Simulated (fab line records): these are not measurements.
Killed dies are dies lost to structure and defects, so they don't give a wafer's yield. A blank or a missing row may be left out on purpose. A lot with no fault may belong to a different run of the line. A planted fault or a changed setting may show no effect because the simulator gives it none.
fab line records	flow n5-finfet
[record] lots = 24	wafers = 72	last-day = 21
route steps=1938 shown BEOL_M4@1024
lots untouched by any fault: they come from a run of this same line in which no faults occurred
start-h: start of the lot's first displayed wafer, in hours after the record's first day	wait-h: time in hours since the lot's previous step	" repeats the value in the row above	L1.1+2: several wafers, shown together as one row	- no value, or no start was given	* or withheld: withheld	< > ~ a bound
route shown NAME@n: a module of which the file shows steps, and the number in the route of the first	usual: the fault-free wafers' mean and standard deviation	same: alike in all rows	chamber/n: place in a boat	sites: readings site by site	_std_site: the values' standard deviation	_edge_site: inner sites' mean taken away from outer sites' mean	radius-mm: how far each site lies from the wafer's centre	mask NAME#n: copy n	behind: the tool/chamber that last shaped the wafer	hold: why the lot went on hold/how many hours it stayed there/how the hold came to an end	device: the transistor (n, p or np) that didn't switch	end of line: at the end of the route, the tests of the same wafers	a step with no rows: only its recipe	killed: dies that structure and defects cost at the first sort, which is not the same as the wafer's yield	map: a wafer's dies, marking killed ones x, the rest . and places with no die _
set.NAME: the run value of the setting; set.NAME@STEP: its run value at that earlier step	model.NAME: the simulator's own value behind a step, which no gauge read
the route's steps for a sample of lots (tables are steps, rows are wafers)
services: the hour from which a tool's chamber was out of use, counted from the record's first day as start-h (under 0 if before that day), plus the number of hours and why
[[steps]]
[step N5_BEOL_M4_HM_DEP_02]
[recipe] material = TiN	target-thk-a = 200	temp-c = 25	chamber-pressure-pa = 0.49996
[usual] throttle-valve-pct = 29.8/0.68
lot.wafer	tool	chamber	start-h	wait-h	throttle-valve-pct
L074.1	pvd-sputter-03	-	219.95	1.1	30.2
L074.4	"	-	"	"	29.3
L074.6	"	-	"	"	29.0
L075.2	pvd-sputter-03	-	224.39	2.1	31.2
L075.3	"	-	"	"	29.7
L075.4	"	-	"	"	30.2
L077.2	pvd-sputter-01	-	225.15	0.9	31.3
L077.3	"	-	"	"	29.4
L077.5	"	-	"	"	29.3
L076.2	pvd-sputter-01	-	230.53	1.1	29.8
L076.4	"	-	"	"	29.6
L076.6	"	-	"	"	29.3
L080.2	pvd-sputter-03	-	240.72	1.1	29.7
L080.4	"	-	"	"	30.4
L080.5	"	-	"	"	29.5
L078.2	pvd-sputter-01	-	240.76	0.9	30.1
L078.4	"	-	"	"	31.0
L078.5	"	-	"	"	29.7
L082.3	pvd-sputter-02	-	243.89	2.1	29.9
L082.4	"	-	"	"	29.6
L082.6	"	-	"	"	30.5
L079.4	pvd-sputter-01	-	245.61	0.6	29.5
L079.5	"	-	"	"	31.2
L079.6	"	-	"	"	29.7
L084.1	pvd-sputter-01	-	250.23	3.6	29.3
L084.4	"	-	"	"	31.2
L084.5	"	-	"	"	29.6
L086.2	pvd-sputter-01	-	255.14	0.9	29.4
L086.3	"	-	"	"	29.9
L086.4	"	-	"	"	31.1
L081.3	pvd-sputter-03	-	255.15	0.7	28.5
L081.5	"	-	"	"	29.3
L081.6	"	-	"	"	29.8
L083.2	pvd-sputter-01	-	263.76	0.1	31.1
L083.3	"	-	"	"	29.5
L083.6	"	-	"	"	31.2
L085.2	pvd-sputter-02	-	271.03	4.1	29.4
L085.3	"	-	"	"	29.3
L085.4	"	-	"	"	30.5
L089.1	pvd-sputter-02	-	296.43	1.3	29.7
L089.2	"	-	"	"	30.3
L089.4	"	-	"	"	29.6
L090.3	pvd-sputter-01	-	304.41	0.8	31.1
L090.4	"	-	"	"	30.0
L090.6	"	-	"	"	29.8
L087.1	pvd-sputter-01	-	304.67	0.3	29.8
L087.2	"	-	"	"	29.7
L087.6	"	-	"	"	29.4
L088.2	pvd-sputter-03	-	306.52	1.0	31.1
L088.5	"	-	"	"	31.2
L088.6	"	-	"	"	29.5
L091.3	pvd-sputter-02	-	337.10	2.3	30.3
L091.4	"	-	"	"	29.7
L091.5	"	-	"	"	29.9
L092.2	pvd-sputter-02	-	337.32	1.8	29.8
L092.3	"	-	"	"	29.6
L092.5	"	-	"	"	29.8
L094.2	pvd-sputter-03	-	338.96	0.8	31.1
L094.3	"	-	"	"	29.7
L094.4	"	-	"	"	31.0
L096.1	pvd-sputter-01	-	350.06	0.1	30.9
L096.2	"	-	"	"	29.3
L096.5	"	-	"	"	29.5
L093.2	pvd-sputter-03	-	350.46	0.2	28.6
L093.3	"	-	"	"	31.0
L093.6	"	-	"	"	28.7
L095.1	pvd-sputter-02	-	357.86	0.4	29.3
L095.2	"	-	"	"	29.6
L095.6	"	-	"	"	30.3
L097.4	pvd-sputter-02	-	377.17	1.8	30.0
L097.5	"	-	"	"	29.5
L097.6	"	-	"	"	30.5
[step N5_BEOL_M4_STRIP_19]
[recipe] chemistry = O2	power-w = 400	temp-c = 40	pressure-mtorr = 30	rf-frequency-hz = 6e+07	bias-power-w = 0	overash-fraction = 0.2	o2-flow-sccm = 225
[usual] drypump-motor-current-A = 5.69/0.2	oes-product-au = 0.79/0.081	rf-vpp-V = 3.6/0.55	showerhead-plenum-p-Torr = 2.08/0.069	throttle-valve-pct = 16.69/0.26
lot.wafer	tool	chamber	start-h	wait-h	drypump-motor-current-A	oes-product-au	rf-hours-counter-h	rf-vpp-V	showerhead-plenum-p-Torr	throttle-valve-pct
L074.1	rie-diel-03	2	221.08	0.1	5.95	0.73	185	3.5	2.16	16.72
L074.4	"	1	"	"	5.77	0.78	126	4.4	2.02	16.87
L074.6	"	3	"	"	5.65	0.77	-	4.0	1.97	16.43
L075.2	rie-diel-01	0	225.34	0.1	5.73	0.82	108	3.1	2.01	16.58
L075.3	"	2	"	"	5.63	0.73	178	3.1	2.08	17.07
L075.4	"	3	"	"	5.84	0.97	3	3.2	2.04	16.11
L077.2	rie-diel-01	1	226.04	0.1	5.54	0.83	86	3.0	2.18	16.58
L077.3	"	3	"	"	5.83	0.95	3	3.4	2.04	16.12
L077.5	"	0	"	"	5.72	0.82	-	3.5	2.01	16.58
L076.2	rie-diel-03	1	231.70	0.2	5.75	0.77	129	2.9	2.02	16.89
L076.4	"	0	"	"	5.53	0.69	218	4.1	2.08	16.85
L076.6	"	3	"	"	5.67	0.77	-	3.6	1.97	16.44
L080.2	rie-diel-01	0	241.72	0.1	5.75	0.81	114	3.3	2.01	16.57
L080.4	"	1	"	"	5.54	0.82	92	3.3	2.17	16.60
L080.5	"	1	"	"	5.54	0.81	-	3.2	2.17	16.59
L078.2	rie-diel-03	1	241.95	0.1	5.79	0.77	133	3.4	2.02	16.88
L078.4	"	3	"	"	5.66	0.77	149	3.6	1.97	16.47
L078.5	"	1	"	"	5.77	0.77	-	3.4	2.02	16.89
L082.3	rie-diel-04	2	244.77	0.1	5.42	0.97	5	3.4	2.15	16.42
L082.4	"	0	"	"	5.88	0.89	37	3.1	2.07	16.81
L082.6	"	1	"	"	5.85	0.92	-	2.9	2.06	16.48
L079.4	rie-diel-01	2	246.61	0.1	5.65	0.73	185	4.3	2.08	17.09
L079.5	"	3	"	"	5.86	0.92	-	4.0	2.04	16.12
L079.6	"	2	"	"	5.64	0.72	-	3.1	2.08	17.08
L084.1	rie-diel-03	3	251.37	0.2	5.66	0.76	153	2.7	1.97	16.46
L084.4	"	0	"	"	5.51	0.69	226	4.4	2.08	16.85
L084.5	"	0	"	"	5.53	0.68	-	3.1	2.08	16.84
L086.2	rie-diel-04	0	256.21	0.2	5.87	0.89	39	4.1	2.06	16.81
L086.3	"	3	"	"	5.25	0.72	192	3.5	2.18	17.13
L086.4	"	1	"	"	5.89	0.91	25	4.3	2.06	16.47
L081.3	rie-diel-01	0	256.21	0.1	5.73	0.81	117	3.6	2.01	16.58
L081.5	"	0	"	"	5.76	0.81	-	3.2	2.01	16.58
L081.6	"	1	"	"	5.56	0.82	-	3.0	2.17	16.60
L083.2	rie-diel-01	2	264.77	0.1	5.63	0.71	190	3.2	2.08	17.09
L083.3	"	3	"	"	5.89	0.91	15	3.4	2.04	16.12
L083.6	"	1	"	"	5.53	0.80	-	3.6	2.17	16.60
L085.2	rie-diel-04	2	271.91	0.1	5.40	0.94	11	4.1	2.15	16.42
L085.3	"	0	"	"	5.87	0.88	43	3.1	2.06	16.83
L085.4	"	1	"	"	5.85	0.90	29	3.3	2.06	16.49
L089.1	rie-diel-03	2	297.99	0.1	5.95	0.71	213	2.9	2.15	16.75
L089.2	"	3	"	"	5.66	0.77	161	3.8	1.97	16.46
L089.4	"	0	"	"	5.54	0.68	246	4.2	2.07	16.91
L090.3	rie-diel-04	0	305.58	0.2	5.85	0.87	52	3.3	2.06	16.84
L090.4	"	3	"	"	5.23	0.71	207	3.4	2.17	17.16
L090.6	"	0	"	"	5.86	0.87	-	3.6	2.06	16.83
L087.1	rie-diel-03	0	305.75	0.1	5.52	0.67	248	4.1	2.07	16.89
L087.2	"	3	"	"	5.66	0.75	164	3.7	1.97	16.49
L087.6	"	3	"	"	5.66	0.75	-	3.9	1.97	16.49
L088.2	rie-diel-04	0	307.86	0.1	5.86	0.87	53	4.8	2.06	16.85
L088.5	"	0	"	"	5.86	0.86	-	4.4	2.06	16.83
L088.6	"	3	"	"	5.24	0.71	-	3.7	2.17	17.17
L091.3	rie-diel-03	3	338.02	0.1	5.66	0.74	181	4.3	1.96	16.51
L091.4	"	2	"	"	5.96	0.68	-	3.7	2.14	16.81
L091.5	"	3	"	"	5.65	0.75	-	4.0	1.96	16.52
L092.2	rie-diel-01	2	338.32	0.2	5.63	0.70	218	3.7	2.07	17.16
L092.3	"	0	"	"	5.76	0.78	145	3.4	2.00	16.64
L092.5	"	0	"	"	5.76	0.79	-	3.3	2.00	16.62
L094.2	rie-diel-04	0	340.03	0.3	5.85	0.86	64	3.1	2.06	16.85
L094.3	"	2	"	"	5.43	0.89	30	3.1	2.15	16.46
L094.4	"	1	"	"	5.92	0.86	50	2.7	2.05	16.52
L096.1	rie-diel-04	2	351.18	0.1	5.40	0.90	35	3.0	2.14	16.47
L096.2	"	1	"	"	5.86	0.85	55	3.1	2.05	16.52
L096.5	"	2	"	"	5.42	0.90	-	4.9	2.14	16.48
L093.2	rie-diel-01	0	351.41	0.1	5.75	0.77	149	3.2	2.00	16.63
L093.3	"	2	"	"	5.62	0.70	222	3.7	2.07	17.16
L093.6	"	0	"	"	5.75	0.77	-	2.8	2.00	16.64
L095.1	rie-diel-03	1	358.74	0.1	5.77	0.72	185	3.5	2.00	16.99
L095.2	"	3	"	"	5.63	0.74	190	3.8	1.96	16.53
L095.6	"	0	"	"	5.52	0.93	-	3.6	2.07	16.41
L097.4	rie-diel-03	0	378.21	0.1	5.53	0.91	14	3.2	2.07	16.43
L097.5	"	3	"	"	5.64	0.73	-	3.3	1.96	16.55
L097.6	"	2	"	"	5.93	0.67	-	4.7	2.14	16.83
[step N5_BEOL_M4_OVL_MEAS_29]
[recipe] points-per-wafer = 522
[usual] V3_OVL = 0.5/0.67
lot.wafer	tool	chamber	start-h	wait-h	V3_OVL[nm]
L074.1	overlay-01	0	221.50	0.0	0.4
L074.4	"	0	"	"	-0.6
L074.6	"	0	"	"	0.7
L075.2	overlay-02	0	225.77	0.0	-0.5
L075.3	"	0	"	"	0.9
L075.4	"	0	"	"	0.2
L077.2	overlay-02	0	226.46	0.0	-0.2
L077.3	"	0	"	"	0.5
L077.5	"	0	"	"	1.0
L076.2	overlay-01	0	232.15	0.0	1.2
L076.4	"	0	"	"	0.3
L076.6	"	0	"	"	0.3
L080.2	overlay-02	0	242.27	0.0	1.4
L080.4	"	0	"	"	2.6
L080.5	"	0	"	"	1.7
L078.2	overlay-01	0	242.37	0.0	0.8
L078.4	"	0	"	"	0.9
L078.5	"	0	"	"	1.0
L082.3	overlay-02	0	245.32	0.0	-1.0
L082.4	"	0	"	"	-0.3
L082.6	"	0	"	"	0.4
L079.4	overlay-02	0	247.05	0.0	0.1
L079.5	"	0	"	"	0.1
L079.6	"	0	"	"	0.4
L084.1	overlay-01	0	251.91	0.0	-0.4
L084.4	"	0	"	"	-0.4
L084.5	"	0	"	"	-0.5
L086.2	overlay-01	0	256.76	0.0	0.6
L086.3	"	0	"	"	0.8
L086.4	"	0	"	"	0.8
L081.3	overlay-01	0	256.94	0.0	0.6
L081.5	"	0	"	"	0.4
L081.6	"	0	"	"	1.0
L083.2	overlay-02	0	265.19	0.0	1.8
L083.3	"	0	"	"	-0.5
L083.6	"	0	"	"	0.5
L085.2	overlay-01	0	272.46	0.0	1.3
L085.3	"	0	"	"	1.1
L085.4	"	0	"	"	0.3
L089.1	overlay-01	0	298.41	0.0	-0.2
L089.2	"	0	"	"	0.5
L089.4	"	0	"	"	0.1
L090.3	overlay-01	0	306.14	0.0	0.8
L090.4	"	0	"	"	0.6
L090.6	"	0	"	"	0.8
L087.1	overlay-01	0	306.31	0.0	1.0
L087.2	"	0	"	"	0.4
L087.6	"	0	"	"	1.4
L088.2	overlay-01	0	308.28	0.0	0.7
L088.5	"	0	"	"	0.9
L088.6	"	0	"	"	0.8
L091.3	overlay-02	0	338.57	0.0	0.2
L091.4	"	0	"	"	-0.3
L091.5	"	0	"	"	0.0
L092.2	overlay-01	0	338.75	0.0	-0.1
L092.3	"	0	"	"	0.4
L092.5	"	0	"	"	1.5
L094.2	overlay-02	0	340.45	0.0	0.6
L094.3	"	0	"	"	0.1
L094.4	"	0	"	"	0.6
L096.1	overlay-01	0	351.72	0.0	0.1
L096.2	"	0	"	"	0.1
L096.5	"	0	"	"	0.1
L093.2	overlay-02	0	351.84	0.0	0.4
L093.3	"	0	"	"	0.2
L093.6	"	0	"	"	0.9
L095.1	overlay-02	0	359.16	0.0	-0.3
L095.2	"	0	"	"	1.9
L095.6	"	0	"	"	-0.3
L097.4	overlay-02	0	378.65	0.0	0.2
L097.5	"	0	"	"	-0.1
L097.6	"	0	"	"	0.2
[step N5_BEOL_M4_SPUTTER_48]
[recipe] material = Cu	target-thk-a = 45	temp-c = -20	chamber-pressure-pa = 0.07	power-w = withheld	time-s = 8.29
[usual] throttle-valve-pct = 30.0/0.72
lot.wafer	tool	chamber	start-h	wait-h	throttle-valve-pct
L074.1	pvd-sputter-01	-	233.88	1.6	29.5
L074.4	"	-	"	"	29.8
L074.6	"	-	"	"	31.2
L077.2	pvd-sputter-03	-	257.06	0.5	29.6
L077.3	"	-	"	"	30.1
L077.5	"	-	"	"	28.8
L076.2	pvd-sputter-03	-	263.47	0.1	31.1
L076.4	"	-	"	"	29.3
L076.6	"	-	"	"	31.1
L075.2	pvd-sputter-01	-	268.84	1.5	29.5
L075.3	"	-	"	"	31.2
L075.4	"	-	"	"	29.3
L080.2	pvd-sputter-03	-	274.66	1.7	29.3
L080.4	"	-	"	"	30.8
L080.5	"	-	"	"	31.4
L078.2	pvd-sputter-02	-	277.85	0.2	30.5
L078.4	"	-	"	"	29.9
L078.5	"	-	"	"	29.7
L082.3	pvd-sputter-01	-	283.69	0.1	29.7
L082.4	"	-	"	"	29.4
L082.6	"	-	"	"	31.1
L079.4	pvd-sputter-03	-	286.00	0.0	29.5
L079.5	"	-	"	"	31.0
L079.6	"	-	"	"	30.4
L086.2	pvd-sputter-02	-	294.11	0.2	29.6
L086.3	"	-	"	"	29.6
L086.4	"	-	"	"	30.0
L084.1	pvd-sputter-02	-	300.83	0.2	30.6
L084.4	"	-	"	"	29.5
L084.5	"	-	"	"	29.8
L081.3	pvd-sputter-03	-	307.44	0.1	28.9
L081.5	"	-	"	"	29.8
L081.6	"	-	"	"	28.5
L083.2	pvd-sputter-01	-	310.59	0.1	29.3
L083.3	"	-	"	"	29.4
L083.6	"	-	"	"	31.1
L085.2	pvd-sputter-02	-	314.55	0.2	30.4
L085.3	"	-	"	"	29.6
L085.4	"	-	"	"	29.6
L090.3	pvd-sputter-01	-	326.57	0.3	29.8
L090.4	"	-	"	"	29.4
L090.6	"	-	"	"	29.4
L089.1	pvd-sputter-03	-	341.73	0.3	28.7
L089.2	"	-	"	"	31.5
L089.4	"	-	"	"	30.2
L087.1	pvd-sputter-01	-	341.83	0.2	31.0
L087.2	"	-	"	"	29.5
L087.6	"	-	"	"	29.2
L088.2	pvd-sputter-02	-	343.18	1.3	29.4
L088.5	"	-	"	"	29.6
L088.6	"	-	"	"	30.0
L091.3	pvd-sputter-02	-	351.96	0.2	29.8
L091.4	"	-	"	"	30.7
L091.5	"	-	"	"	30.6
L092.2	pvd-sputter-03	-	352.50	0.7	30.2
L092.3	"	-	"	"	29.6
L092.5	"	-	"	"	31.1
L094.2	pvd-sputter-01	-	355.81	0.1	29.7
L094.3	"	-	"	"	31.0
L094.4	"	-	"	"	29.6
L096.1	pvd-sputter-02	-	361.56	0.1	30.5
L096.2	"	-	"	"	30.0
L096.5	"	-	"	"	29.8
L093.2	pvd-sputter-02	-	385.46	0.1	29.7
L093.3	"	-	"	"	30.0
L093.6	"	-	"	"	29.8
L095.1	pvd-sputter-01	-	385.96	0.2	29.8
L095.2	"	-	"	"	31.3
L095.6	"	-	"	"	29.4
L097.4	pvd-sputter-03	-	390.81	0.5	30.1
L097.5	"	-	"	"	30.6
L097.6	"	-	"	"	31.4
[step N5_BEOL_M4_SPUTTER_79]
[recipe] material = Cu	target-thk-a = 45	temp-c = -20	chamber-pressure-pa = 0.07	power-w = withheld	time-s = 8.29
[usual] throttle-valve-pct = 30.0/0.72
lot.wafer	tool	chamber	start-h	wait-h	throttle-valve-pct
L074.1	pvd-sputter-01	-	234.10	0.1	29.6
L074.4	"	-	"	"	30.0
L074.6	"	-	"	"	31.2
L077.2	pvd-sputter-03	-	257.28	0.1	29.5
L077.3	"	-	"	"	30.3
L077.5	"	-	"	"	28.9
L076.2	pvd-sputter-03	-	263.69	0.1	31.3
L076.4	"	-	"	"	29.3
L076.6	"	-	"	"	31.4
L075.2	pvd-sputter-01	-	269.06	0.1	29.3
L075.3	"	-	"	"	31.1
L075.4	"	-	"	"	29.6
L080.2	pvd-sputter-03	-	274.88	0.1	29.6
L080.4	"	-	"	"	31.1
L080.5	"	-	"	"	31.1
L078.2	pvd-sputter-02	-	278.07	0.1	30.5
L078.4	"	-	"	"	29.9
L078.5	"	-	"	"	29.2
L082.3	pvd-sputter-01	-	283.91	0.1	29.8
L082.4	"	-	"	"	29.2
L082.6	"	-	"	"	31.3
L079.4	pvd-sputter-03	-	286.22	0.1	29.5
L079.5	"	-	"	"	31.4
L079.6	"	-	"	"	30.1
L086.2	pvd-sputter-02	-	294.35	0.1	29.4
L086.3	"	-	"	"	29.8
L086.4	"	-	"	"	30.0
L084.1	pvd-sputter-02	-	301.07	0.1	30.8
L084.4	"	-	"	"	29.5
L084.5	"	-	"	"	29.6
L081.3	pvd-sputter-03	-	307.66	0.1	29.0
L081.5	"	-	"	"	29.6
L081.6	"	-	"	"	28.8
L083.2	pvd-sputter-01	-	310.81	0.1	29.5
L083.3	"	-	"	"	29.1
L083.6	"	-	"	"	31.4
L085.2	pvd-sputter-02	-	314.77	0.1	30.5
L085.3	"	-	"	"	29.4
L085.4	"	-	"	"	29.6
L090.3	pvd-sputter-01	-	326.79	0.1	29.9
L090.4	"	-	"	"	29.4
L090.6	"	-	"	"	29.5
L089.1	pvd-sputter-03	-	341.95	0.1	29.0
L089.2	"	-	"	"	31.3
L089.4	"	-	"	"	30.3
L087.1	pvd-sputter-01	-	342.05	0.1	31.3
L087.2	"	-	"	"	29.6
L087.6	"	-	"	"	29.1
L088.2	pvd-sputter-02	-	343.40	0.1	29.7
L088.5	"	-	"	"	29.5
L088.6	"	-	"	"	29.8
L091.3	pvd-sputter-02	-	352.18	0.1	29.6
L091.4	"	-	"	"	30.4
L091.5	"	-	"	"	30.4
L092.2	pvd-sputter-03	-	352.72	0.1	30.5
L092.3	"	-	"	"	29.6
L092.5	"	-	"	"	31.3
L094.2	pvd-sputter-01	-	356.03	0.1	29.3
L094.3	"	-	"	"	31.2
L094.4	"	-	"	"	29.2
L096.1	pvd-sputter-02	-	361.78	0.1	30.6
L096.2	"	-	"	"	30.0
L096.5	"	-	"	"	29.1
L093.2	pvd-sputter-02	-	385.68	0.1	29.7
L093.3	"	-	"	"	30.6
L093.6	"	-	"	"	29.7
L095.1	pvd-sputter-01	-	386.18	0.1	29.9
L095.2	"	-	"	"	31.0
L095.6	"	-	"	"	29.2
L097.4	pvd-sputter-03	-	391.03	0.1	30.2
L097.5	"	-	"	"	30.3
L097.6	"	-	"	"	31.2
[step N5_BEOL_M4_ANNEAL_95]
[recipe] temp-c = 400	time-s = 240	ambient = vacuum
[usual] heater-power-w = 778/68
lot.wafer	tool	chamber	start-h	wait-h	heater-power-w
L074.1	pvd-sputter-01	-	235.50	0.0	786
L074.4	"	-	"	"	906
L074.6	"	-	"	"	710
L077.2	pvd-sputter-03	-	258.68	0.0	753
L077.3	"	-	"	"	823
L077.5	"	-	"	"	680
L076.2	pvd-sputter-03	-	265.09	0.0	805
L076.4	"	-	"	"	754
L076.6	"	-	"	"	791
L075.2	pvd-sputter-01	-	270.46	0.0	804
L075.3	"	-	"	"	734
L075.4	"	-	"	"	844
L080.2	pvd-sputter-03	-	276.28	0.0	760
L080.4	"	-	"	"	807
L080.5	"	-	"	"	784
L078.2	pvd-sputter-02	-	279.47	0.0	867
L078.4	"	-	"	"	764
L078.5	"	-	"	"	693
L082.3	pvd-sputter-01	-	285.31	0.0	940
L082.4	"	-	"	"	774
L082.6	"	-	"	"	719
L079.4	pvd-sputter-03	-	287.62	0.0	755
L079.5	"	-	"	"	820
L079.6	"	-	"	"	828
L086.2	pvd-sputter-02	-	295.87	0.0	689
L086.3	"	-	"	"	712
L086.4	"	-	"	"	759
L084.1	pvd-sputter-02	-	302.59	0.0	871
L084.4	"	-	"	"	701
L084.5	"	-	"	"	718
L081.3	pvd-sputter-03	-	309.06	0.0	666
L081.5	"	-	"	"	760
L081.6	"	-	"	"	668
L083.2	pvd-sputter-01	-	312.21	0.0	850
L083.3	"	-	"	"	777
L083.6	"	-	"	"	718
L085.2	pvd-sputter-02	-	316.17	0.0	860
L085.3	"	-	"	"	717
L085.4	"	-	"	"	703
L090.3	pvd-sputter-01	-	328.19	0.0	908
L090.4	"	-	"	"	839
L090.6	"	-	"	"	849
L089.1	pvd-sputter-03	-	343.35	0.0	664
L089.2	"	-	"	"	806
L089.4	"	-	"	"	816
L087.1	pvd-sputter-01	-	343.45	0.0	744
L087.2	"	-	"	"	850
L087.6	"	-	"	"	802
L088.2	pvd-sputter-02	-	346.34	0.0	702
L088.5	"	-	"	"	709
L088.6	"	-	"	"	765
L091.3	pvd-sputter-02	-	353.58	0.0	702
L091.4	"	-	"	"	856
L091.5	"	-	"	"	878
L092.2	pvd-sputter-03	-	354.12	0.0	824
L092.3	"	-	"	"	740
L092.5	"	-	"	"	803
L094.2	pvd-sputter-01	-	357.43	0.0	851
L094.3	"	-	"	"	722
L094.4	"	-	"	"	773
L096.1	pvd-sputter-02	-	363.18	0.0	874
L096.2	"	-	"	"	760
L096.5	"	-	"	"	701
L093.2	pvd-sputter-02	-	387.08	0.0	711
L093.3	"	-	"	"	862
L093.6	"	-	"	"	776
L095.1	pvd-sputter-01	-	387.58	0.0	895
L095.2	"	-	"	"	721
L095.6	"	-	"	"	788
L097.4	pvd-sputter-03	-	392.43	0.0	814
L097.5	"	-	"	"	806
L097.6	"	-	"	"	808
[[services]]
tool	chamber	start-h	hours	kind
rie-diel-03	0	206.78	4.0	repair
rie-diel-04	2	209.91	-	clean
rie-diel-04	2	209.91	-	consumable-replace:focus-ring
rie-diel-04	2	209.91	14.3	scheduled-down
rie-diel-04	2	209.91	14.3	vent-cycle
pvd-sputter-03	-	216.35	1.0	repair
rie-diel-03	2	238.86	1.8	repair
rie-diel-03	3	254.51	19.3	repair
rie-diel-03	3	289.92	5.3	repair
rie-diel-04	0	298.90	4.3	repair
rie-diel-03	0	309.46	-	clean
rie-diel-03	0	309.46	-	consumable-replace:focus-ring
rie-diel-03	0	309.46	30.7	scheduled-down
rie-diel-03	0	309.46	30.7	vent-cycle
rie-diel-04	2	332.82	4.0	repair
rie-diel-03	2	390.73	-	clean
rie-diel-03	2	390.73	-	consumable-replace:focus-ring
rie-diel-03	2	390.73	25.9	scheduled-down
rie-diel-03	2	390.73	25.9	vent-cycle
[[key]]
fault none
